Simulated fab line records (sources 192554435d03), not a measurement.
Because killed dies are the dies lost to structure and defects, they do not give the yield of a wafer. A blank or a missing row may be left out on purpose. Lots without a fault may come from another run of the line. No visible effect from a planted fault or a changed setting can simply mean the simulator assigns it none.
Chamber matching | flow n5_finfet | 3 sister chambers for N5_BEOL_M7_ETCH_61 on rie_diel-02
The step etches SiARC in CF4, target depth 45.5 nm, time 75.8 s. 3 wafers are shown with their chamber, then 6 later ones without.

== WAFERS PAIRED WITH THEIR CHAMBERS ==
wafer  | chamber | drypump_motor_current_A (A)
L079.4 | 1       | 5.5
L079.5 | 0       | 5.1
L091.1 | 3       | 6.6

== WAFERS WITH NO CHAMBER GIVEN ==
wafer  | drypump_motor_current_A (A)
L091.5 | 6.6
L092.1 | 5.1
L092.5 | 5.1
L094.2 | 5.1
L094.3 | 6.6
L094.5 | 6.5

== CHAMBER TAKEN BY EACH ==
wafer  | from the rows above | in truth
L091.5 | 3                   | 3
L092.1 | 0                   | 0
L092.5 | 0                   | 0
L094.2 | 0                   | 0
L094.3 | 3                   | 3
L094.5 | 3                   | 3
6 of 6 placed correctly. Number that these rows cannot place: 0. Wrongly placed: 0.
How it was worked out, from the rows above alone: a wafer's distance from a chamber is the root of the sum, over the readings, of the square of ((its reading less the chamber's mean) divided by the reading's scatter). The wafer belongs to the nearest chamber; if the next one is less than 2 further off, it can't be placed. A chamber's mean is the mean of its shown wafers. The scatter: with one shown wafer a chamber, the root of the mean of the squares of how far each hidden wafer lies from its nearest shown one.
